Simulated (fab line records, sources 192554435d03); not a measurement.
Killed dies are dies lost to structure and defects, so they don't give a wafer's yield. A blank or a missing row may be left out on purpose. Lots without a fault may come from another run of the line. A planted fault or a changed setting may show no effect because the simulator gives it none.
Chamber matching | flow n5_finfet | N5_SD_EPI_P_ETCH_36 on rie_diel-03: 4 sister chambers
The step etches SiARC in CF4, target depth 45.5 nm, time 75.8 s. 4 wafers are shown with their chamber, then 8 later ones without.

WAFERS WITH THEIR CHAMBER
wafer  | chamber | drypump_motor_current_A (A)
L085.2 | 1       | 6.0
L087.2 | 2       | 5.2
L090.4 | 0       | 5.2
L093.1 | 3       | 5.9

WAFERS WITHOUT THEIR CHAMBER
wafer  | drypump_motor_current_A (A)
L093.2 | 6.0
L093.3 | 5.3
L095.2 | 5.2
L095.4 | 6.0
L095.5 | 6.0
L096.1 | 5.9
L096.2 | 5.2
L096.4 | 6.0

WHICH CHAMBER EACH WENT THROUGH
wafer  | from the rows above     | in truth
L093.2 | 1                       | 1
L093.3 | can't be placed: 0 or 2 | 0
L095.2 | can't be placed: 0 or 2 | 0
L095.4 | 1                       | 1
L095.5 | 1                       | 1
L096.1 | 3                       | 3
L096.2 | can't be placed: 0 or 2 | 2
L096.4 | 1                       | 1
Placed correctly: 5 of 8. Can't be placed from these rows: 3 (the true chamber is among the candidates in 3). Placed wrongly: 0.
How it was worked out, from the rows above alone: a wafer's distance from a chamber is the root of the sum, over the readings, of the square of ((its reading less the chamber's mean) divided by the reading's scatter). The wafer belongs to the nearest chamber; if the next one is less than 2 further off, it can't be placed. A chamber's mean is the mean of its shown wafers. The scatter: with one shown wafer a chamber, the root of the mean of the squares of how far each hidden wafer lies from its nearest shown one.
